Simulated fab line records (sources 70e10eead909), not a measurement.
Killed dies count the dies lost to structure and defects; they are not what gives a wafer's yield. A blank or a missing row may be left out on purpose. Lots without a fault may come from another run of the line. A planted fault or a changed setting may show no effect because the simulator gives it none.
Matching of chambers + flow nand harc + rie diel-01 running NHARC_A_M0_STRIP_18: 4 sister chambers
The step strips in N2/H2. 4 wafers are shown with their chamber, then 6 later ones without.

WAFERS PAIRED WITH THEIR CHAMBERS
| wafer  | chamber | drypump motor current A (A) |
|--------|---------|-----------------------------|
| L751.5 | 1       | 6.3                         |
| L756.5 | 3       | 5.8                         |
| L755.3 | 2       | 5.5                         |
| L755.4 | 0       | 5.8                         |

WAFERS WITHOUT THEIR CHAMBER
| wafer  | drypump motor current A (A) |
|--------|-----------------------------|
| L757.3 | 5.8                         |
| L757.5 | 5.5                         |
| L757.6 | 5.7                         |
| L762.2 | 5.8                         |
| L762.4 | 5.5                         |
| L762.6 | 6.4                         |

EACH ONE'S CHAMBER
| wafer  | from the rows above          | in truth |
|--------|------------------------------|----------|
| L757.3 | can't be placed: 0 or 3      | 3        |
| L757.5 | 2                            | 2        |
| L757.6 | can't be placed: 0 or 3 or 2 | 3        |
| L762.2 | can't be placed: 0 or 3      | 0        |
| L762.4 | 2                            | 2        |
| L762.6 | 1                            | 1        |
3 of 6 placed correctly. Cannot be placed on the basis of these rows: 3; the candidates contain the true chamber in 3. Wrongly placed: 0.
How it was worked out, from the rows above alone: a wafer's distance from a chamber is the root of the sum, over the readings, of the square of ((its reading less the chamber's mean) divided by the reading's scatter). The wafer belongs to the nearest chamber; if the next one is less than 2 further off, it can't be placed. A chamber's mean is the mean of its shown wafers. The scatter: with one shown wafer a chamber, the root of the mean of the squares of how far each hidden wafer lies from its nearest shown one.
